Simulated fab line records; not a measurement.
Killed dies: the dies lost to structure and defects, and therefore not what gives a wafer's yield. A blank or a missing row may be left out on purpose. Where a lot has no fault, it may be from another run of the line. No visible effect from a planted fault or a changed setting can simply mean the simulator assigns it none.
Which of the tools did it? / flow nand harc / 72 wafers from 24 lots sampled at 3 of the route's 1159 steps

## WHAT EACH GAUGE READ, for each wafer
NHARC_A_CONTACT_CD_MEAS_53. Usual: cd nm 189.5 nm, standard deviation 0.83.
lot=L075; measured=day 16 04:48; on=cd sem-02; cd nm (nm)=190.4 189.7 189.4; flag=
lot=L074; measured=day 16 10:54; on=cd sem-03; cd nm (nm)=189.6 189.7 190.4; flag=
lot=L076; measured=day 16 17:37; on=cd sem-03; cd nm (nm)=188.4 188.7 188.4; flag=
lot=L077; measured=day 16 16:37; on=cd sem-02; cd nm (nm)=190.7 190.7 190.3; flag=
lot=L078; measured=day 17 14:32; on=cd sem-02; cd nm (nm)=190.4 188.7 188.8; flag=
lot=L080; measured=day 17 20:08; on=cd sem-01; cd nm (nm)=189.2 187.6 187.3; flag=
lot=L079; measured=day 18 01:27; on=cd sem-01; cd nm (nm)=188.6 189.0 189.1; flag=
lot=L082; measured=day 18 07:23; on=cd sem-02; cd nm (nm)=188.2 188.8 188.9; flag=
lot=L081; measured=day 18 09:24; on=cd sem-02; cd nm (nm)=189.5 190.7 189.6; flag=
lot=L084; measured=day 18 20:08; on=cd sem-02; cd nm (nm)=190.6 190.3 190.0; flag=
lot=L083; measured=day 18 21:13; on=cd sem-02; cd nm (nm)=190.0 189.6 191.3; flag=
lot=L087; measured=day 19 10:16; on=cd sem-01; cd nm (nm)=190.6 190.7 189.3; flag=
lot=L085; measured=day 19 09:42; on=cd sem-02; cd nm (nm)=189.6 190.7 189.3; flag=
lot=L086; measured=day 19 13:37; on=cd sem-03; cd nm (nm)=188.8 189.0 189.4; flag=
lot=L088; measured=day 19 17:55; on=cd sem-01; cd nm (nm)=189.4 189.3 189.0; flag=
lot=L091; measured=day 20 02:53; on=cd sem-01; cd nm (nm)=189.0 189.2 188.6; flag=
lot=L090; measured=day 20 02:56; on=cd sem-03; cd nm (nm)=188.4 188.8 188.4; flag=
lot=L089; measured=day 20 10:01; on=cd sem-02; cd nm (nm)=189.7 189.6 190.1; flag=
lot=L092; measured=day 20 15:52; on=cd sem-02; cd nm (nm)=189.4 189.2 190.0; flag=
lot=L094; measured=day 21 04:29; on=cd sem-02; cd nm (nm)=189.9 189.7 189.4; flag=
lot=L093; measured=day 21 04:04; on=cd sem-02; cd nm (nm)=189.4 189.5 190.5; flag=
lot=L096; measured=day 21 15:22; on=cd sem-02; cd nm (nm)=188.8 188.7 189.2; flag=
lot=L095; measured=day 21 19:07; on=cd sem-02; cd nm (nm)=187.8 187.4 187.4; flag=
lot=L097; measured=day 21 15:38; on=cd sem-01; cd nm (nm)=189.6 189.7 190.0; flag=

## EACH LOT AND THE TOOL THAT RAN IT (in order: tool; ch and the chambers of the sampled wafers; start)
lot=L075; NHARC_A_WL_FILL_ETCHBACK_04=rie metal-02 ch 0,1, day 15 01:45; NHARC_A_CONTACT_ETCH_123=har cap etch-01 ch 0,1, day 16 03:56
lot=L074; NHARC_A_WL_FILL_ETCHBACK_04=rie metal-03 ch 0, day 15 04:33; NHARC_A_CONTACT_ETCH_123=har cap etch-02 ch 0,1, day 16 10:08
lot=L076; NHARC_A_WL_FILL_ETCHBACK_04=rie metal-01 ch 0,1, day 15 10:20; NHARC_A_CONTACT_ETCH_123=har cap etch-03 ch 0,1, day 16 16:48
lot=L077; NHARC_A_WL_FILL_ETCHBACK_04=rie metal-01 ch 0,1, day 15 11:41; NHARC_A_CONTACT_ETCH_123=har cap etch-02 ch 0,1, day 16 15:44
lot=L078; NHARC_A_WL_FILL_ETCHBACK_04=rie metal-01 ch 0,1, day 16 01:26; NHARC_A_CONTACT_ETCH_123=har cap etch-03 ch 0,1, day 17 13:53
lot=L080; NHARC_A_WL_FILL_ETCHBACK_04=rie metal-01 ch 0,1, day 16 10:21; NHARC_A_CONTACT_ETCH_123=har cap etch-02 ch 0,1, day 17 19:19
lot=L079; NHARC_A_WL_FILL_ETCHBACK_04=rie metal-02 ch 0,1, day 16 11:03; NHARC_A_CONTACT_ETCH_123=har cap etch-03 ch 0,1, day 18 00:38
lot=L082; NHARC_A_WL_FILL_ETCHBACK_04=rie metal-01 ch 0,1, day 16 23:32; NHARC_A_CONTACT_ETCH_123=har cap etch-03 ch 0,1, day 18 06:34
lot=L081; NHARC_A_WL_FILL_ETCHBACK_04=rie metal-03 ch 0,1, day 17 02:24; NHARC_A_CONTACT_ETCH_123=har cap etch-02 ch 0,1, day 18 08:38
lot=L084; NHARC_A_WL_FILL_ETCHBACK_04=rie metal-01 ch 0,1, day 17 11:37; NHARC_A_CONTACT_ETCH_123=har cap etch-03 ch 0,1, day 18 19:19
lot=L083; NHARC_A_WL_FILL_ETCHBACK_04=rie metal-02 ch 0,1, day 17 15:00; NHARC_A_CONTACT_ETCH_123=har cap etch-01 ch 0,1, day 18 20:19
lot=L087; NHARC_A_WL_FILL_ETCHBACK_04=rie metal-02 ch 0, day 18 01:56; NHARC_A_CONTACT_ETCH_123=har cap etch-03 ch 0, day 19 08:50
lot=L085; NHARC_A_WL_FILL_ETCHBACK_04=rie metal-03 ch 0,1, day 18 02:10; NHARC_A_CONTACT_ETCH_123=har cap etch-01 ch 0,1, day 19 08:49
lot=L086; NHARC_A_WL_FILL_ETCHBACK_04=rie metal-01 ch 0,1, day 18 04:40; NHARC_A_CONTACT_ETCH_123=har cap etch-03 ch 0, day 19 12:41
lot=L088; NHARC_A_WL_FILL_ETCHBACK_04=rie metal-02 ch 0,1, day 18 06:59; NHARC_A_CONTACT_ETCH_123=har cap etch-01 ch 0,1, day 19 17:00
lot=L091; NHARC_A_WL_FILL_ETCHBACK_04=rie metal-01 ch 0,1, day 18 20:26; NHARC_A_CONTACT_ETCH_123=har cap etch-01 ch 0,1, day 20 01:59
lot=L090; NHARC_A_WL_FILL_ETCHBACK_04=rie metal-02 ch 0,1, day 18 20:28; NHARC_A_CONTACT_ETCH_123=har cap etch-03 ch 0,1, day 20 02:07
lot=L089; NHARC_A_WL_FILL_ETCHBACK_04=rie metal-02 ch 0,1, day 19 03:43; NHARC_A_CONTACT_ETCH_123=har cap etch-03 ch 0, day 20 09:11
lot=L092; NHARC_A_WL_FILL_ETCHBACK_04=rie metal-02 ch 0,1, day 19 09:06; NHARC_A_CONTACT_ETCH_123=har cap etch-03 ch 0,1, day 20 15:09
lot=L094; NHARC_A_WL_FILL_ETCHBACK_04=rie metal-01 ch 1, day 19 21:31; NHARC_A_CONTACT_ETCH_123=har cap etch-03 ch 0,1, day 21 03:40
lot=L093; NHARC_A_WL_FILL_ETCHBACK_04=rie metal-02 ch 0,1, day 19 21:39; NHARC_A_CONTACT_ETCH_123=har cap etch-02 ch 0,1, day 21 03:11
lot=L096; NHARC_A_WL_FILL_ETCHBACK_04=rie metal-03 ch 0,1, day 20 07:45; NHARC_A_CONTACT_ETCH_123=har cap etch-01 ch 0,1, day 21 14:38
lot=L095; NHARC_A_WL_FILL_ETCHBACK_04=rie metal-02 ch 0,1, day 20 09:01; NHARC_A_CONTACT_ETCH_123=har cap etch-02 ch 0,1, day 21 18:18
lot=L097; NHARC_A_WL_FILL_ETCHBACK_04=rie metal-01 ch 0,1, day 20 10:32; NHARC_A_CONTACT_ETCH_123=har cap etch-03 ch 0,1, day 21 14:44
- NHARC_A_WL_FILL_ETCHBACK_04: etches the open film in NF3, target depth 60 nm, time 120 s.
- NHARC_A_CONTACT_ETCH_123: etches the open film in C4F8/O2/Ar, time 253 s, target depth 1090 nm.

## AS READ BY THE TOOLS THEMSELVES (means over the sampled wafers that have a number; for cases with no such wafer, the mark the record gives instead)
NHARC_A_WL_FILL_ETCHBACK_04. Usual: drypump motor current A 5.5 A, standard deviation 0.38; oes product au 0.995 a.u., standard deviation 0.0099.
lot=L075; tool=rie metal-02; drypump motor current A (A)=5.1; oes product au (a.u.)=0.995; flag=
lot=L074; tool=rie metal-03; drypump motor current A (A)=5.7; oes product au (a.u.)=0.983; flag=
lot=L076; tool=rie metal-01; drypump motor current A (A)=5.7; oes product au (a.u.)=0.992; flag=
lot=L077; tool=rie metal-01; drypump motor current A (A)=5.8; oes product au (a.u.)=0.993; flag=
lot=L078; tool=rie metal-01; drypump motor current A (A)=5.7; oes product au (a.u.)=0.989; flag=
lot=L080; tool=rie metal-01; drypump motor current A (A)=5.7; oes product au (a.u.)=0.996; flag=
lot=L079; tool=rie metal-02; drypump motor current A (A)=5.1; oes product au (a.u.)=1.004; flag=
lot=L082; tool=rie metal-01; drypump motor current A (A)=5.7; oes product au (a.u.)=1.003; flag=
lot=L081; tool=rie metal-03; drypump motor current A (A)=5.5; oes product au (a.u.)=0.984; flag=
lot=L084; tool=rie metal-01; drypump motor current A (A)=5.8; oes product au (a.u.)=0.991; flag=
lot=L083; tool=rie metal-02; drypump motor current A (A)=5.1; oes product au (a.u.)=0.999; flag=
lot=L087; tool=rie metal-02; drypump motor current A (A)=4.9; oes product au (a.u.)=1.008; flag=
lot=L085; tool=rie metal-03; drypump motor current A (A)=5.4; oes product au (a.u.)=0.983; flag=
lot=L086; tool=rie metal-01; drypump motor current A (A)=5.7; oes product au (a.u.)=0.993; flag=
lot=L088; tool=rie metal-02; drypump motor current A (A)=5.4; oes product au (a.u.)=0.998; flag=
lot=L091; tool=rie metal-01; drypump motor current A (A)=5.7; oes product au (a.u.)=0.991; flag=
lot=L090; tool=rie metal-02; drypump motor current A (A)=5.1; oes product au (a.u.)=0.994; flag=
lot=L089; tool=rie metal-02; drypump motor current A (A)=5.1; oes product au (a.u.)=1.000; flag=
lot=L092; tool=rie metal-02; drypump motor current A (A)=5.4; oes product au (a.u.)=0.995; flag=
lot=L094; tool=rie metal-01; drypump motor current A (A)=6.0; oes product au (a.u.)=0.994; flag=
lot=L093; tool=rie metal-02; drypump motor current A (A)=5.4; oes product au (a.u.)=1.000; flag=
lot=L096; tool=rie metal-03; drypump motor current A (A)=5.4; oes product au (a.u.)=0.988; flag=
lot=L095; tool=rie metal-02; drypump motor current A (A)=5.4; oes product au (a.u.)=0.992; flag=
lot=L097; tool=rie metal-01; drypump motor current A (A)=5.8; oes product au (a.u.)=0.988; flag=

## THE ANSWER, worked out from the rows above alone
Rule: take the mean of a lot's wafers that have a number; if it is more than 3 standard deviations from the usual mean, the lot is off. A lot without any number at a reading at which 4 lots or more have one is off too. All remaining lots with rows at the step are treated as sound. After the gauges, taken in route order, come the tools' own readings; for these a lot's mean is taken, as printed above. The first step at which some lot is off is used, and at that step the reading that is off furthest; a lot without a number counts as furthest.
Nothing can be told from this: no lot is off at any reading shown.

## WHAT THE SIMULATOR PUT IN
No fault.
